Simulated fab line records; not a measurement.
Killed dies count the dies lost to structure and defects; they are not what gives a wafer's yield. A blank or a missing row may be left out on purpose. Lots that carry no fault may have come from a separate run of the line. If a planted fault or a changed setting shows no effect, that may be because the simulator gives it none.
Which tool did it? :: flow n5 finfet :: 22 lots with 66 wafers sampled at 4 steps, on a route of 1938 steps

== WHAT THE GAUGES SHOWED, per wafer ==
N5_FIN_CUT_CD_MEAS_08: the cd target is 29.1 nm. Usual: cd nm reads 29.12 nm (standard deviation 0.23).
lot: L074
measured: day 2 02:58
on: cd sem-02
cd nm (nm): 28.91 28.95 29.22
flag: 

lot: L075
measured: day 2 10:17
on: cd sem-01
cd nm (nm): 29.27 29.48 29.41
flag: 

lot: L076
measured: day 2 16:04
on: cd sem-01
cd nm (nm): 28.83 28.99 28.76
flag: 

lot: L077
measured: day 2 22:44
on: cd sem-03
cd nm (nm): 28.98 28.99 29.13
flag: 

lot: L078
measured: day 3 02:06
on: cd sem-03
cd nm (nm): 29.19 29.52 29.22
flag: 

lot: L079
measured: day 3 08:18
on: cd sem-03
cd nm (nm): 29.47 29.04 29.31
flag: 

lot: L080
measured: day 3 15:12
on: cd sem-01
cd nm (nm): 29.30 29.66 28.63
flag: 

lot: L081
measured: day 3 21:29
on: cd sem-02
cd nm (nm): 29.40 29.23 29.24
flag: 

lot: L082
measured: day 4 03:36
on: cd sem-03
cd nm (nm): 29.20 29.26 28.92
flag: 

lot: L083
measured: day 4 08:30
on: cd sem-02
cd nm (nm): 29.16 29.54 29.08
flag: 

lot: L084
measured: day 4 17:25
on: cd sem-02
cd nm (nm): 29.10 29.00 29.16
flag: 

lot: L085
measured: day 4 22:17
on: cd sem-02
cd nm (nm): 28.81 29.41 29.04
flag: 

lot: L086
measured: day 5 05:35
on: cd sem-03
cd nm (nm): 28.63 29.06 28.77
flag: 

lot: L087
measured: day 5 10:07
on: cd sem-02
cd nm (nm): 29.29 29.70 28.99
flag: 

lot: L089
measured: day 5 21:04
on: cd sem-02
cd nm (nm): 29.48 29.03 28.97
flag: 

lot: L090
measured: day 6 02:55
on: cd sem-03
cd nm (nm): 29.39 29.14 28.98
flag: 

lot: L092
measured: day 6 15:10
on: cd sem-02
cd nm (nm): 29.02 29.03 29.22
flag: 

lot: L093
measured: day 6 21:58
on: cd sem-03
cd nm (nm): 29.01 29.13 29.15
flag: 

lot: L094
measured: day 7 03:10
on: cd sem-01
cd nm (nm): 28.99 28.89 29.23
flag: 

lot: L095
measured: day 7 09:14
on: cd sem-02
cd nm (nm): 29.14 29.31 29.26
flag: 

lot: L096
measured: day 7 14:43
on: cd sem-01
cd nm (nm): 28.77 28.81 28.94
flag: 

lot: L097
measured: day 7 22:14
on: cd sem-02
cd nm (nm): 29.36 28.98 29.10
flag: 

== WHAT TOOL EACH LOT RAN ON (gives the tool, then ch and the chambers of the sampled wafers, and finally the start) ==
lot: L074
N5_FIN_SAQP_SPACER1_ALD_24: ald sin-02 ch 0,1,2, day 1 22:58
N5_FIN_SAQP_RECESS_63: vapor etch-01 ch 1, day 2 00:10
N5_FIN_SAQP_SPACER2_ETCHBACK_29: rie diel-04 ch 1,3, day 2 01:45

lot: L075
N5_FIN_SAQP_SPACER1_ALD_24: ald sin-04 ch 1,2,3, day 2 06:32
N5_FIN_SAQP_RECESS_63: vapor etch-02 ch 0,1, day 2 08:14
N5_FIN_SAQP_SPACER2_ETCHBACK_29: rie diel-02 ch 0,1,3, day 2 09:12

lot: L076
N5_FIN_SAQP_SPACER1_ALD_24: ald sin-01 ch 1,3, day 2 12:13
N5_FIN_SAQP_RECESS_63: vapor etch-02 ch 0,1, day 2 13:32
N5_FIN_SAQP_SPACER2_ETCHBACK_29: rie diel-04 ch 1,3, day 2 14:50

lot: L077
N5_FIN_SAQP_SPACER1_ALD_24: ald sin-04 ch 0,1,3, day 2 19:13
N5_FIN_SAQP_RECESS_63: vapor etch-01 ch 0,1, day 2 20:20
N5_FIN_SAQP_SPACER2_ETCHBACK_29: rie diel-02 ch 0,1,3, day 2 21:32

lot: L078
N5_FIN_SAQP_SPACER1_ALD_24: ald sin-01 ch 1,2,3, day 2 22:45
N5_FIN_SAQP_RECESS_63: vapor etch-02 ch 0,1, day 2 23:56
N5_FIN_SAQP_SPACER2_ETCHBACK_29: rie diel-05 ch 1,3, day 3 01:01

lot: L079
N5_FIN_SAQP_SPACER1_ALD_24: ald sin-02 ch 0,1, day 3 04:40
N5_FIN_SAQP_RECESS_63: vapor etch-01 ch 1, day 3 06:01
N5_FIN_SAQP_SPACER2_ETCHBACK_29: rie diel-02 ch 0,3, day 3 07:05

lot: L080
N5_FIN_SAQP_SPACER1_ALD_24: ald sin-04 ch 1,3, day 3 11:34
N5_FIN_SAQP_RECESS_63: vapor etch-02 ch 0,1, day 3 12:45
N5_FIN_SAQP_SPACER2_ETCHBACK_29: rie diel-04 ch 0,1,2, day 3 13:53

lot: L081
N5_FIN_SAQP_SPACER1_ALD_24: ald sin-01 ch 0,1, day 3 17:38
N5_FIN_SAQP_RECESS_63: vapor etch-02 ch 0,1, day 3 19:07
N5_FIN_SAQP_SPACER2_ETCHBACK_29: rie diel-02 ch 0,1,2, day 3 20:11

lot: L082
N5_FIN_SAQP_SPACER1_ALD_24: ald sin-04 ch 2,3, day 4 00:02
N5_FIN_SAQP_RECESS_63: vapor etch-01 ch 0,1, day 4 01:19
N5_FIN_SAQP_SPACER2_ETCHBACK_29: rie diel-02 ch 1,2,3, day 4 02:23

lot: L083
N5_FIN_SAQP_SPACER1_ALD_24: ald sin-04 ch 0,3, day 4 04:43
N5_FIN_SAQP_RECESS_63: vapor etch-01 ch 0,1, day 4 05:59
N5_FIN_SAQP_SPACER2_ETCHBACK_29: rie diel-05 ch 0,1, day 4 07:18

lot: L084
N5_FIN_SAQP_SPACER1_ALD_24: ald sin-04 ch 0,1,3, day 4 12:01
N5_FIN_SAQP_RECESS_63: vapor etch-02 ch 0, day 4 13:32
N5_FIN_SAQP_SPACER2_ETCHBACK_29: rie diel-02 ch 2,3, day 4 16:13

lot: L085
N5_FIN_SAQP_SPACER1_ALD_24: ald sin-02 ch 0,1,3, day 4 18:48
N5_FIN_SAQP_RECESS_63: vapor etch-02 ch 0,1, day 4 19:59
N5_FIN_SAQP_SPACER2_ETCHBACK_29: rie diel-02 ch 1,2,3, day 4 21:04

lot: L086
N5_FIN_SAQP_SPACER1_ALD_24: ald sin-02 ch 0,1, day 5 01:22
N5_FIN_SAQP_RECESS_63: vapor etch-01 ch 1, day 5 02:34
N5_FIN_SAQP_SPACER2_ETCHBACK_29: rie diel-02 ch 0,1, day 5 04:17

lot: L087
N5_FIN_SAQP_SPACER1_ALD_24: ald sin-01 ch 1,2,3, day 5 04:20
N5_FIN_SAQP_RECESS_63: vapor etch-01 ch 1, day 5 05:33
N5_FIN_SAQP_SPACER2_ETCHBACK_29: rie diel-04 ch 0,1,3, day 5 08:49

lot: L089
N5_FIN_SAQP_SPACER1_ALD_24: ald sin-01 ch 0,1, day 5 17:11
N5_FIN_SAQP_RECESS_63: vapor etch-01 ch 0,1, day 5 18:56
N5_FIN_SAQP_SPACER2_ETCHBACK_29: rie diel-05 ch 0,1,3, day 5 19:54

lot: L090
N5_FIN_SAQP_SPACER1_ALD_24: ald sin-02 ch 0,1,2, day 5 23:26
N5_FIN_SAQP_RECESS_63: vapor etch-01 ch 0,1, day 6 00:44
N5_FIN_SAQP_SPACER2_ETCHBACK_29: rie diel-05 ch 0,1, day 6 01:49

lot: L092
N5_FIN_SAQP_SPACER1_ALD_24: ald sin-01 ch 0,2,3, day 6 11:12
N5_FIN_SAQP_RECESS_63: vapor etch-02 ch 0,1, day 6 12:52
N5_FIN_SAQP_SPACER2_ETCHBACK_29: rie diel-04 ch 0,1, day 6 14:04

lot: L093
N5_FIN_SAQP_SPACER1_ALD_24: ald sin-01 ch 0,1,3, day 6 18:13
N5_FIN_SAQP_RECESS_63: vapor etch-01 ch 0,1, day 6 19:25
N5_FIN_SAQP_SPACER2_ETCHBACK_29: rie diel-05 ch 1,2,3, day 6 20:53

lot: L094
N5_FIN_SAQP_SPACER1_ALD_24: ald sin-04 ch 0,1,2, day 6 23:40
N5_FIN_SAQP_RECESS_63: vapor etch-01 ch 0,1, day 7 00:54
N5_FIN_SAQP_SPACER2_ETCHBACK_29: rie diel-04 ch 1,2,3, day 7 02:00

lot: L095
N5_FIN_SAQP_SPACER1_ALD_24: ald sin-02 ch 0,3, day 7 05:38
N5_FIN_SAQP_RECESS_63: vapor etch-01 ch 0,1, day 7 06:52
N5_FIN_SAQP_SPACER2_ETCHBACK_29: rie diel-02 ch 1,2, day 7 07:58

lot: L096
N5_FIN_SAQP_SPACER1_ALD_24: ald sin-04 ch 0,1, day 7 10:45
N5_FIN_SAQP_RECESS_63: vapor etch-02 ch 0,1, day 7 12:03
N5_FIN_SAQP_SPACER2_ETCHBACK_29: rie diel-02 ch 1,2,3, day 7 13:30

lot: L097
N5_FIN_SAQP_SPACER1_ALD_24: ald sin-01 ch 1,2,3, day 7 18:13
N5_FIN_SAQP_RECESS_63: vapor etch-01 ch 0,1, day 7 19:47
N5_FIN_SAQP_SPACER2_ETCHBACK_29: rie diel-02 ch 0,1, day 7 20:47
- N5_FIN_SAQP_SPACER1_ALD_24: deposits SiO2, target thk 20.3 nm, pulse time 1 s, purge time 2 s.
- N5_FIN_SAQP_RECESS_63: chemistry HF/NH3, target SiO2, target depth 18 nm, afs cycles 3, sublimation time 60 s.
- N5_FIN_SAQP_SPACER2_ETCHBACK_29: etches SiO2 in CHF3/O2, target depth 12.2 nm, time 6.1 s.

== AS READ BY THE TOOLS THEMSELVES (means over the sampled wafers that have a number; for cases with no such wafer, the mark the record gives instead) ==
N5_FIN_SAQP_SPACER1_ALD_24. Usual: chamber pressure Torr 1.999 Torr, standard deviation 0.0044; heater power w 480 W, standard deviation 57; precursor pulse height rel 0.997, standard deviation 0.021.
lot: L074
tool: ald sin-02
chamber pressure Torr (Torr): 2.001
heater power w (W): 481
precursor pulse height rel: 0.990
flag: 

lot: L075
tool: ald sin-04
chamber pressure Torr (Torr): 1.996
heater power w (W): 456
precursor pulse height rel: 1.020
flag: 

lot: L076
tool: ald sin-01
chamber pressure Torr (Torr): 1.997
heater power w (W): 471
precursor pulse height rel: 0.988
flag: 

lot: L077
tool: ald sin-04
chamber pressure Torr (Torr): 2.004
heater power w (W): 454
precursor pulse height rel: 0.985
flag: 

lot: L078
tool: ald sin-01
chamber pressure Torr (Torr): 2.000
heater power w (W): 468
precursor pulse height rel: 0.987
flag: 

lot: L079
tool: ald sin-02
chamber pressure Torr (Torr): 1.999
heater power w (W): 503
precursor pulse height rel: 1.014
flag: 

lot: L080
tool: ald sin-04
chamber pressure Torr (Torr): 1.996
heater power w (W): 451
precursor pulse height rel: 0.995
flag: 

lot: L081
tool: ald sin-01
chamber pressure Torr (Torr): 1.998
heater power w (W): 575
precursor pulse height rel: 0.994
flag: 

lot: L082
tool: ald sin-04
chamber pressure Torr (Torr): 2.002
heater power w (W): 504
precursor pulse height rel: 0.987
flag: 

lot: L083
tool: ald sin-04
chamber pressure Torr (Torr): 1.997
heater power w (W): 462
precursor pulse height rel: 1.002
flag: 

lot: L084
tool: ald sin-04
chamber pressure Torr (Torr): 2.000
heater power w (W): 457
precursor pulse height rel: 1.006
flag: 

lot: L085
tool: ald sin-02
chamber pressure Torr (Torr): 1.998
heater power w (W): 508
precursor pulse height rel: 0.985
flag: 

lot: L086
tool: ald sin-02
chamber pressure Torr (Torr): 2.005
heater power w (W): 504
precursor pulse height rel: 1.001
flag: 

lot: L087
tool: ald sin-01
chamber pressure Torr (Torr): 2.003
heater power w (W): 443
precursor pulse height rel: 1.007
flag: 

lot: L089
tool: ald sin-01
chamber pressure Torr (Torr): 2.000
heater power w (W): 524
precursor pulse height rel: 1.004
flag: 

lot: L090
tool: ald sin-02
chamber pressure Torr (Torr): 1.998
heater power w (W): 487
precursor pulse height rel: 0.992
flag: 

lot: L092
tool: ald sin-01
chamber pressure Torr (Torr): 1.998
heater power w (W): 487
precursor pulse height rel: 0.984
flag: 

lot: L093
tool: ald sin-01
chamber pressure Torr (Torr): 2.001
heater power w (W): 493
precursor pulse height rel: 1.002
flag: 

lot: L094
tool: ald sin-04
chamber pressure Torr (Torr): 1.998
heater power w (W): 429
precursor pulse height rel: 1.002
flag: 

lot: L095
tool: ald sin-02
chamber pressure Torr (Torr): 2.000
heater power w (W): 507
precursor pulse height rel: 0.989
flag: 

lot: L096
tool: ald sin-04
chamber pressure Torr (Torr): 2.000
heater power w (W): 428
precursor pulse height rel: 0.997
flag: 

lot: L097
tool: ald sin-01
chamber pressure Torr (Torr): 1.999
heater power w (W): 449
precursor pulse height rel: 1.003
flag: 

N5_FIN_SAQP_RECESS_63. Usual: drypump motor current A 6.0 A, standard deviation 0.48; temp c 30.01 C, standard deviation 0.11.
lot: L074
tool: vapor etch-01
drypump motor current A (A): 6.5
temp c (C): 29.87
flag: 

lot: L075
tool: vapor etch-02
drypump motor current A (A): 6.0
temp c (C): 30.05
flag: 

lot: L076
tool: vapor etch-02
drypump motor current A (A): 6.1
temp c (C): 30.10
flag: 

lot: L077
tool: vapor etch-01
drypump motor current A (A): 5.8
temp c (C): 30.10
flag: 

lot: L078
tool: vapor etch-02
drypump motor current A (A): 6.1
temp c (C): 29.97
flag: 

lot: L079
tool: vapor etch-01
drypump motor current A (A): 6.5
temp c (C): 30.13
flag: 

lot: L080
tool: vapor etch-02
drypump motor current A (A): 6.2
temp c (C): 30.00
flag: 

lot: L081
tool: vapor etch-02
drypump motor current A (A): 6.0
temp c (C): 29.98
flag: 

lot: L082
tool: vapor etch-01
drypump motor current A (A): 5.7
temp c (C): 30.01
flag: 

lot: L083
tool: vapor etch-01
drypump motor current A (A): 5.7
temp c (C): 29.95
flag: 

lot: L084
tool: vapor etch-02
drypump motor current A (A): 6.3
temp c (C): 30.06
flag: 

lot: L085
tool: vapor etch-02
drypump motor current A (A): 6.0
temp c (C): 30.05
flag: 

lot: L086
tool: vapor etch-01
drypump motor current A (A): 6.5
temp c (C): 29.85
flag: 

lot: L087
tool: vapor etch-01
drypump motor current A (A): 6.5
temp c (C): 29.99
flag: 

lot: L089
tool: vapor etch-01
drypump motor current A (A): 5.7
temp c (C): 30.09
flag: 

lot: L090
tool: vapor etch-01
drypump motor current A (A): 5.7
temp c (C): 30.09
flag: 

lot: L092
tool: vapor etch-02
drypump motor current A (A): 6.0
temp c (C): 30.00
flag: 

lot: L093
tool: vapor etch-01
drypump motor current A (A): 5.8
temp c (C): 29.90
flag: 

lot: L094
tool: vapor etch-01
drypump motor current A (A): 6.1
temp c (C): 29.91
flag: 

lot: L095
tool: vapor etch-01
drypump motor current A (A): 5.7
temp c (C): 29.94
flag: 

lot: L096
tool: vapor etch-02
drypump motor current A (A): 6.1
temp c (C): 29.94
flag: 

lot: L097
tool: vapor etch-01
drypump motor current A (A): 5.8
temp c (C): 29.95
flag: 

N5_FIN_SAQP_SPACER2_ETCHBACK_29. Usual: drypump motor current A 5.7 A, standard deviation 0.52; mfc ar sccm 200.0 sccm, standard deviation 0.65; oes product au 0.82 a.u., standard deviation 0.095; rf vpp V 525 V, standard deviation 4.7; showerhead plenum p Torr 2.40 Torr, standard deviation 0.091; throttle valve pct 18.81 %, standard deviation 0.19.
lot: L074
tool: rie diel-04
drypump motor current A (A): 5.5
mfc ar sccm (sccm): 200.2
oes product au (a.u.): 0.94
rf vpp V (V): 523
showerhead plenum p Torr (Torr): 2.39
throttle valve pct (%): 18.82
flag: 

lot: L075
tool: rie diel-02
drypump motor current A (A): 6.0
mfc ar sccm (sccm): 200.3
oes product au (a.u.): 0.79
rf vpp V (V): 527
showerhead plenum p Torr (Torr): 2.36
throttle valve pct (%): 18.75
flag: 

lot: L076
tool: rie diel-04
drypump motor current A (A): 5.3
mfc ar sccm (sccm): 199.8
oes product au (a.u.): 0.94
rf vpp V (V): 520
showerhead plenum p Torr (Torr): 2.42
throttle valve pct (%): 18.79
flag: 

lot: L077
tool: rie diel-02
drypump motor current A (A): 6.0
mfc ar sccm (sccm): 199.2
oes product au (a.u.): 0.79
rf vpp V (V): 526
showerhead plenum p Torr (Torr): 2.36
throttle valve pct (%): 18.74
flag: 

lot: L078
tool: rie diel-05
drypump motor current A (A): 5.8
mfc ar sccm (sccm): 199.7
oes product au (a.u.): 0.84
rf vpp V (V): 523
showerhead plenum p Torr (Torr): 2.42
throttle valve pct (%): 18.71
flag: 

lot: L079
tool: rie diel-02
drypump motor current A (A): 5.8
mfc ar sccm (sccm): 200.0
oes product au (a.u.): 0.83
rf vpp V (V): 530
showerhead plenum p Torr (Torr): 2.40
throttle valve pct (%): 18.69
flag: 

lot: L080
tool: rie diel-04
drypump motor current A (A): 5.6
mfc ar sccm (sccm): 200.0
oes product au (a.u.): 0.86
rf vpp V (V): 524
showerhead plenum p Torr (Torr): 2.37
throttle valve pct (%): 18.74
flag: 

lot: L081
tool: rie diel-02
drypump motor current A (A): 6.1
mfc ar sccm (sccm): 200.0
oes product au (a.u.): 0.82
rf vpp V (V): 527
showerhead plenum p Torr (Torr): 2.39
throttle valve pct (%): 18.82
flag: 

lot: L082
tool: rie diel-02
drypump motor current A (A): 5.6
mfc ar sccm (sccm): 200.0
oes product au (a.u.): 0.87
rf vpp V (V): 528
showerhead plenum p Torr (Torr): 2.45
throttle valve pct (%): 18.86
flag: 

lot: L083
tool: rie diel-05
drypump motor current A (A): 5.8
mfc ar sccm (sccm): 200.6
oes product au (a.u.): 0.83
rf vpp V (V): 529
showerhead plenum p Torr (Torr): 2.50
throttle valve pct (%): 18.73
flag: 

lot: L084
tool: rie diel-02
drypump motor current A (A): 5.5
mfc ar sccm (sccm): 200.0
oes product au (a.u.): 0.94
rf vpp V (V): 530
showerhead plenum p Torr (Torr): 2.53
throttle valve pct (%): 18.85
flag: 

lot: L085
tool: rie diel-02
drypump motor current A (A): 5.6
mfc ar sccm (sccm): 199.6
oes product au (a.u.): 0.85
rf vpp V (V): 527
showerhead plenum p Torr (Torr): 2.45
throttle valve pct (%): 18.88
flag: 

lot: L086
tool: rie diel-02
drypump motor current A (A): 6.2
mfc ar sccm (sccm): 199.6
oes product au (a.u.): 0.72
rf vpp V (V): 523
showerhead plenum p Torr (Torr): 2.31
throttle valve pct (%): 18.85
flag: 

lot: L087
tool: rie diel-04
drypump motor current A (A): 5.3
mfc ar sccm (sccm): 199.4
oes product au (a.u.): 0.83
rf vpp V (V): 522
showerhead plenum p Torr (Torr): 2.36
throttle valve pct (%): 18.87
flag: 

lot: L089
tool: rie diel-05
drypump motor current A (A): 5.8
mfc ar sccm (sccm): 200.2
oes product au (a.u.): 0.87
rf vpp V (V): 526
showerhead plenum p Torr (Torr): 2.44
throttle valve pct (%): 18.77
flag: 

lot: L090
tool: rie diel-05
drypump motor current A (A): 5.8
mfc ar sccm (sccm): 200.8
oes product au (a.u.): 0.83
rf vpp V (V): 527
showerhead plenum p Torr (Torr): 2.50
throttle valve pct (%): 18.76
flag: 

lot: L092
tool: rie diel-04
drypump motor current A (A): 5.3
mfc ar sccm (sccm): 200.2
oes product au (a.u.): 0.76
rf vpp V (V): 522
showerhead plenum p Torr (Torr): 2.30
throttle valve pct (%): 18.93
flag: 

lot: L093
tool: rie diel-05
drypump motor current A (A): 5.8
mfc ar sccm (sccm): 200.3
oes product au (a.u.): 0.82
rf vpp V (V): 521
showerhead plenum p Torr (Torr): 2.39
throttle valve pct (%): 18.81
flag: 

lot: L094
tool: rie diel-04
drypump motor current A (A): 5.6
mfc ar sccm (sccm): 200.2
oes product au (a.u.): 0.88
rf vpp V (V): 524
showerhead plenum p Torr (Torr): 2.41
throttle valve pct (%): 18.74
flag: 

lot: L095
tool: rie diel-02
drypump motor current A (A): 5.8
mfc ar sccm (sccm): 199.7
oes product au (a.u.): 0.79
rf vpp V (V): 522
showerhead plenum p Torr (Torr): 2.39
throttle valve pct (%): 18.96
flag: 

lot: L096
tool: rie diel-02
drypump motor current A (A): 5.6
mfc ar sccm (sccm): 200.3
oes product au (a.u.): 0.83
rf vpp V (V): 527
showerhead plenum p Torr (Torr): 2.44
throttle valve pct (%): 18.90
flag: 

lot: L097
tool: rie diel-02
drypump motor current A (A): 6.5
mfc ar sccm (sccm): 199.3
oes product au (a.u.): 0.69
rf vpp V (V): 525
showerhead plenum p Torr (Torr): 2.29
throttle valve pct (%): 18.79
flag: 

== THE ANSWER, worked out from the rows above alone ==
Rule: a lot counts as off when the mean over its wafers that have a number is more than 3 standard deviations away from the usual mean. A lot without any number at a reading at which 4 lots or more have one is off too. All remaining lots with rows at the step are treated as sound. Order of review: gauges by route order, followed by the tools' own readings, for which a lot's mean as printed above is used. The first step at which some lot is off is used, and at that step the reading that is off furthest; a lot without a number counts as furthest.
None of the lots is off at any reading shown; this tells nothing.

== WHAT HAD BEEN PUT IN BY THE SIMULATOR ==
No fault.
